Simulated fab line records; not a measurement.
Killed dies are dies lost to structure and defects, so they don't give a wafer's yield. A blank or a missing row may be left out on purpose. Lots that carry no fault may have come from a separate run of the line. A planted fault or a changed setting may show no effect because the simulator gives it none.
The tool behind it: which one? || flow n5_finfet || 12 lots with 34 wafers sampled at 3 steps, on a route of 1938 steps

## WHAT EACH GAUGE READ, for each wafer
N5_BEOL_M5_THK_MEAS_53: measures by xrf. Usual: M5_THK gives 62.5 nm (standard deviation 2.1).
{"lot": "L640", "measured": "day 9 02:04", "on": "film_metro-01", "M5_THK (nm)": "59.8 60.3 62.7", "flag": ""}
{"lot": "L641", "measured": "day 9 04:53", "on": "film_metro-02", "M5_THK (nm)": "62.7 62.6 66.3", "flag": ""}
{"lot": "L647", "measured": "day 10 10:33", "on": "film_metro-02", "M5_THK (nm)": "63.5 61.2 60.9", "flag": ""}
{"lot": "L648", "measured": "day 11 04:10", "on": "film_metro-01", "M5_THK (nm)": "64.0 65.2 63.7", "flag": ""}
{"lot": "L651", "measured": "day 11 09:50", "on": "film_metro-01", "M5_THK (nm)": "60.6 63.8", "flag": ""}
{"lot": "L653", "measured": "day 12 04:22", "on": "film_metro-02", "M5_THK (nm)": "63.3 62.2 60.7", "flag": ""}
{"lot": "L652", "measured": "day 12 06:14", "on": "film_metro-01", "M5_THK (nm)": "65.3 63.1 62.4", "flag": ""}
{"lot": "L656", "measured": "day 12 22:50", "on": "film_metro-01", "M5_THK (nm)": "63.0 61.5 62.3", "flag": ""}
{"lot": "L658", "measured": "day 13 05:51", "on": "film_metro-02", "M5_THK (nm)": "61.1 62.0", "flag": ""}
{"lot": "L657", "measured": "day 13 09:25", "on": "film_metro-01", "M5_THK (nm)": "60.8 66.2 63.0", "flag": ""}
{"lot": "L660", "measured": "day 13 12:49", "on": "film_metro-01", "M5_THK (nm)": "58.5 61.3 62.4", "flag": ""}
{"lot": "L661", "measured": "day 14 08:04", "on": "film_metro-02", "M5_THK (nm)": "58.9 65.3 61.7", "flag": ""}

N5_BEOL_M6_CD_MEAS_11 targets a cd of 38.5 nm. Usual: cd_nm at 38.4 nm, with a standard deviation of 0.68.
{"lot": "L640", "measured": "day 9 04:49", "on": "cd_sem-01", "cd_nm (nm)": "38.8 39.1 38.5", "flag": ""}
{"lot": "L641", "measured": "day 9 08:29", "on": "cd_sem-03", "cd_nm (nm)": "38.6 38.9 38.8", "flag": ""}
{"lot": "L647", "measured": "day 10 13:31", "on": "cd_sem-02", "cd_nm (nm)": "37.5 37.5 36.4", "flag": ""}
{"lot": "L648", "measured": "day 11 07:50", "on": "cd_sem-03", "cd_nm (nm)": "37.7 36.7 37.8", "flag": ""}
{"lot": "L651", "measured": "day 11 12:43", "on": "cd_sem-02", "cd_nm (nm)": "39.1 39.6", "flag": ""}
{"lot": "L653", "measured": "day 12 06:40", "on": "cd_sem-02", "cd_nm (nm)": "38.1 39.1 38.7", "flag": ""}
{"lot": "L652", "measured": "day 12 09:30", "on": "cd_sem-02", "cd_nm (nm)": "39.0 38.4 38.3", "flag": ""}
{"lot": "L656", "measured": "day 13 03:05", "on": "cd_sem-03", "cd_nm (nm)": "38.1 39.3 38.5", "flag": ""}
{"lot": "L658", "measured": "day 13 09:44", "on": "cd_sem-01", "cd_nm (nm)": "38.1 37.7", "flag": ""}
{"lot": "L657", "measured": "day 13 11:06", "on": "cd_sem-02", "cd_nm (nm)": "39.7 39.1 38.9", "flag": ""}
{"lot": "L660", "measured": "day 13 14:49", "on": "cd_sem-02", "cd_nm (nm)": "39.0 38.7 38.4", "flag": ""}
{"lot": "L661", "measured": "day 14 11:31", "on": "cd_sem-02", "cd_nm (nm)": "38.5 38.7 38.2", "flag": ""}

## EACH LOT AND THE TOOL THAT RAN IT (in order: tool; ch and the chambers of the sampled wafers; start)
{"lot": "L640", "N5_BEOL_M5_CO_CAP_78": "cvd_co-02 ch 0,2, day 9 02:09"}
{"lot": "L641", "N5_BEOL_M5_CO_CAP_78": "cvd_co-02 ch 0,1, day 9 04:58"}
{"lot": "L647", "N5_BEOL_M5_CO_CAP_78": "cvd_co-01 ch 0,1,2, day 10 10:44"}
{"lot": "L648", "N5_BEOL_M5_CO_CAP_78": "cvd_co-01 ch 0,1,2, day 11 04:14"}
{"lot": "L651", "N5_BEOL_M5_CO_CAP_78": "cvd_co-02 ch 1,2, day 11 09:59"}
{"lot": "L653", "N5_BEOL_M5_CO_CAP_78": "cvd_co-01 ch 0,1, day 12 04:26"}
{"lot": "L652", "N5_BEOL_M5_CO_CAP_78": "cvd_co-01 ch 0,2, day 12 06:19"}
{"lot": "L656", "N5_BEOL_M5_CO_CAP_78": "cvd_co-01 ch 1,2, day 12 22:54"}
{"lot": "L658", "N5_BEOL_M5_CO_CAP_78": "cvd_co-02 ch 0,1, day 13 05:55"}
{"lot": "L657", "N5_BEOL_M5_CO_CAP_78": "cvd_co-01 ch 1,2, day 13 09:29"}
{"lot": "L660", "N5_BEOL_M5_CO_CAP_78": "cvd_co-01 ch 0,1,2, day 13 12:53"}
{"lot": "L661", "N5_BEOL_M5_CO_CAP_78": "cvd_co-02 ch 0,1,2, day 14 08:17"}
- N5_BEOL_M5_CO_CAP_78: material Co, precursor CCTBA/H2, target thk 2 nm, time 102.1 s.

## WHAT THE TOOLS THEMSELVES READ (means of the sampled wafers that have a number; where no wafer has one, the mark that the record gives instead)
N5_BEOL_M5_CO_CAP_78. Usual: heater_power_w at 234 W, with a standard deviation of 8.4.
{"lot": "L640", "tool": "cvd_co-02", "heater_power_w (W)": 240, "flag": ""}
{"lot": "L641", "tool": "cvd_co-02", "heater_power_w (W)": 235, "flag": ""}
{"lot": "L647", "tool": "cvd_co-01", "heater_power_w (W)": 232, "flag": ""}
{"lot": "L648", "tool": "cvd_co-01", "heater_power_w (W)": 226, "flag": ""}
{"lot": "L651", "tool": "cvd_co-02", "heater_power_w (W)": 236, "flag": ""}
{"lot": "L653", "tool": "cvd_co-01", "heater_power_w (W)": 232, "flag": ""}
{"lot": "L652", "tool": "cvd_co-01", "heater_power_w (W)": 230, "flag": ""}
{"lot": "L656", "tool": "cvd_co-01", "heater_power_w (W)": 235, "flag": ""}
{"lot": "L658", "tool": "cvd_co-02", "heater_power_w (W)": 236, "flag": ""}
{"lot": "L657", "tool": "cvd_co-01", "heater_power_w (W)": 240, "flag": ""}
{"lot": "L660", "tool": "cvd_co-01", "heater_power_w (W)": 232, "flag": ""}
{"lot": "L661", "tool": "cvd_co-02", "heater_power_w (W)": 236, "flag": ""}

## THE ANSWER, worked out from the rows above alone
Rule: a lot counts as off when the mean over its wafers that have a number is more than 3 standard deviations away from the usual mean. A lot without any number at a reading at which 4 lots or more have one is off too. Any other lot the step has rows for is counted as sound. First the gauges in route order, then the tools' own readings, where a lot's mean is used as printed above. At the first step where some lot is off, the reading lying furthest off is the one used; lots without a number count as furthest.
No lot is off at any reading shown: from this, nothing can be told.

## WHAT THE SIMULATOR PUT IN
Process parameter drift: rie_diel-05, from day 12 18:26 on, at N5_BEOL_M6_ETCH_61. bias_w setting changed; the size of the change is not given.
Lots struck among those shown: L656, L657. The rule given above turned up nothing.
